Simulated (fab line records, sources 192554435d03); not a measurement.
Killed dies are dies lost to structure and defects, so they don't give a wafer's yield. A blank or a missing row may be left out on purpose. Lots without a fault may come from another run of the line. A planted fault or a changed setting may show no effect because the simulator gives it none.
Chamber matching | flow n5_finfet | N5_BEOL_M7_DESCUM_16 on rie_diel-01: 4 sister chambers
The step chemistry O2, time 7.9 s. 27 wafers are shown with their chamber, then 12 later ones without.

WAFERS WITH THEIR CHAMBER
wafer  | chamber | drypump_motor_current_A (A) | throttle_valve_pct (%) | showerhead_plenum_p_Torr (Torr)
L074.1 | 0       | 5.4                         | 20.39                  | 2.05
L074.3 | 1       | 5.7                         | 20.70                  | 1.97
L074.5 | 0       | 5.4                         | 20.39                  | 2.05
L075.2 | 0       | 5.4                         | 20.39                  | 2.05
L075.4 | 0       | 5.4                         | 20.39                  | 2.05
L075.5 | 2       | 5.7                         | 20.68                  | 2.12
L077.1 | 0       | 5.4                         | 20.40                  | 2.05
L077.4 | 2       | 5.7                         | 20.68                  | 2.11
L077.6 | 1       | 5.6                         | 20.37                  | 2.24
L076.4 | 0       | 5.4                         | 20.39                  | 2.05
L076.5 | 3       | 6.1                         | 20.34                  | 2.13
L076.6 | 1       | 5.6                         | 20.36                  | 2.24
L078.4 | 3       | 6.1                         | 20.33                  | 2.13
L078.5 | 0       | 5.4                         | 20.41                  | 2.04
L078.6 | 3       | 6.0                         | 20.32                  | 2.13
L079.1 | 0       | 5.4                         | 20.40                  | 2.04
L079.3 | 1       | 5.6                         | 20.37                  | 2.23
L079.4 | 3       | 6.0                         | 20.33                  | 2.13
L081.1 | 2       | 5.7                         | 20.70                  | 2.11
L081.2 | 0       | 5.4                         | 20.43                  | 2.04
L081.4 | 1       | 5.7                         | 20.40                  | 2.23
L085.1 | 0       | 5.4                         | 20.43                  | 2.04
L085.2 | 1       | 5.6                         | 20.41                  | 2.23
L085.6 | 2       | 5.7                         | 20.71                  | 2.11
L095.4 | 0       | 5.4                         | 20.44                  | 2.03
L095.5 | 1       | 5.6                         | 20.41                  | 2.22
L095.6 | 2       | 5.7                         | 20.71                  | 2.10

SIGNATURES (means of the wafers above)
reading                  | chamber 0 | chamber 1 | chamber 2 | chamber 3 | scatter within a chamber
drypump_motor_current_A  | 5.400     | 5.629     | 5.700     | 6.050     | 0.0325
throttle_valve_pct       | 20.4055   | 20.4314   | 20.6960   | 20.3300   | 0.0631
showerhead_plenum_p_Torr | 2.0445    | 2.1943    | 2.1100    | 2.1300    | 0.0509
Rule: a wafer's distance from a chamber is the root of the sum, over the readings, of the square of ((its reading less the chamber's mean) divided by the reading's scatter). The wafer belongs to the nearest chamber; if the next one is less than 2 further off, it can't be placed. The scatter: the root of (the sum of the squares of (reading less its chamber's mean) over the shown wafers, divided by (wafers less chambers)).

WAFERS WITHOUT THEIR CHAMBER
wafer  | drypump_motor_current_A (A) | throttle_valve_pct (%) | showerhead_plenum_p_Torr (Torr)
L097.3 | 5.6                         | 20.40                  | 2.22
L097.4 | 5.7                         | 20.72                  | 2.10
L097.5 | 6.1                         | 20.36                  | 2.12
L094.1 | 6.1                         | 20.37                  | 2.12
L094.5 | 6.1                         | 20.37                  | 2.12
L094.6 | 5.4                         | 20.47                  | 2.03
L093.1 | 5.7                         | 20.71                  | 2.10
L093.4 | 6.0                         | 20.38                  | 2.12
L093.5 | 5.7                         | 20.72                  | 2.10
L096.3 | 5.7                         | 20.44                  | 2.22
L096.4 | 5.7                         | 20.71                  | 2.10
L096.6 | 6.0                         | 20.38                  | 2.12

WHICH CHAMBER EACH WENT THROUGH
wafer  | from the rows above | in truth
L097.3 | 1                   | 1
L097.4 | 2                   | 2
L097.5 | 3                   | 3
L094.1 | 3                   | 3
L094.5 | 3                   | 3
L094.6 | 0                   | 0
L093.1 | 2                   | 2
L093.4 | 3                   | 3
L093.5 | 2                   | 2
L096.3 | 1                   | 1
L096.4 | 2                   | 2
L096.6 | 3                   | 3
Placed correctly: 12 of 12. Can't be placed from these rows: 0. Placed wrongly: 0.
